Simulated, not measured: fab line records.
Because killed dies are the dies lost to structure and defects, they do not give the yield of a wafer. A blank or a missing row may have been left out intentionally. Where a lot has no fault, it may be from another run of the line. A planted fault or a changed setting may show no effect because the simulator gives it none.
Chamber matching || flow nand-harc || NHARC_A_CHANNEL_FILL_D1_STRIP_28 on rie-diel-08 has 4 sister chambers
The step strips in O2, time 20 s. 8 wafers are shown with their chamber, then 9 later ones without.

WAFERS WITH THEIR CHAMBER
{"wafer": "L076.4", "chamber": 0, "showerhead-plenum-p-Torr (Torr)": 3.43, "drypump-motor-current-A (A)": 5.3}
{"wafer": "L081.1", "chamber": 3, "showerhead-plenum-p-Torr (Torr)": 3.44, "drypump-motor-current-A (A)": 6.2}
{"wafer": "L085.1", "chamber": 2, "showerhead-plenum-p-Torr (Torr)": 3.55, "drypump-motor-current-A (A)": 5.7}
{"wafer": "L085.2", "chamber": 1, "showerhead-plenum-p-Torr (Torr)": 3.34, "drypump-motor-current-A (A)": 5.4}
{"wafer": "L085.6", "chamber": 1, "showerhead-plenum-p-Torr (Torr)": 3.34, "drypump-motor-current-A (A)": 5.5}
{"wafer": "L088.1", "chamber": 3, "showerhead-plenum-p-Torr (Torr)": 3.43, "drypump-motor-current-A (A)": 6.2}
{"wafer": "L088.3", "chamber": 0, "showerhead-plenum-p-Torr (Torr)": 3.43, "drypump-motor-current-A (A)": 5.3}
{"wafer": "L088.4", "chamber": 2, "showerhead-plenum-p-Torr (Torr)": 3.55, "drypump-motor-current-A (A)": 5.7}

WAFERS WITHOUT THEIR CHAMBER
{"wafer": "L093.2", "showerhead-plenum-p-Torr (Torr)": 3.34, "drypump-motor-current-A (A)": 5.4}
{"wafer": "L093.4", "showerhead-plenum-p-Torr (Torr)": 3.55, "drypump-motor-current-A (A)": 5.7}
{"wafer": "L093.5", "showerhead-plenum-p-Torr (Torr)": 3.43, "drypump-motor-current-A (A)": 5.3}
{"wafer": "L094.1", "showerhead-plenum-p-Torr (Torr)": 3.43, "drypump-motor-current-A (A)": 5.3}
{"wafer": "L094.2", "showerhead-plenum-p-Torr (Torr)": 3.43, "drypump-motor-current-A (A)": 6.2}
{"wafer": "L094.3", "showerhead-plenum-p-Torr (Torr)": 3.55, "drypump-motor-current-A (A)": 5.7}
{"wafer": "L094.4", "showerhead-plenum-p-Torr (Torr)": 3.34, "drypump-motor-current-A (A)": 5.4}
{"wafer": "L094.5", "showerhead-plenum-p-Torr (Torr)": 3.43, "drypump-motor-current-A (A)": 6.2}
{"wafer": "L094.6", "showerhead-plenum-p-Torr (Torr)": 3.43, "drypump-motor-current-A (A)": 5.3}

CHAMBER TAKEN BY EACH
{"wafer": "L093.2", "from the rows above": 1, "in truth": 1}
{"wafer": "L093.4", "from the rows above": 2, "in truth": 2}
{"wafer": "L093.5", "from the rows above": 0, "in truth": 0}
{"wafer": "L094.1", "from the rows above": 0, "in truth": 0}
{"wafer": "L094.2", "from the rows above": 3, "in truth": 3}
{"wafer": "L094.3", "from the rows above": 2, "in truth": 2}
{"wafer": "L094.4", "from the rows above": 1, "in truth": 1}
{"wafer": "L094.5", "from the rows above": 3, "in truth": 3}
{"wafer": "L094.6", "from the rows above": 0, "in truth": 0}
Correct placement for 9 of the 9. Left unplaced by these rows: 0. Number placed wrongly: 0.
How it was worked out, from the rows above alone: a wafer's distance from a chamber is the root of the sum, over the readings, of the square of ((its reading less the chamber's mean) divided by the reading's scatter). If the next closest chamber is less than 2 further off than the closest, the wafer can't be placed; otherwise it belongs to the closest. Each chamber's mean is taken over the wafers shown for it. The scatter: take each reading less its chamber's mean, square it, sum over the shown wafers, divide by the number of wafers less the number of chambers, and take the root.
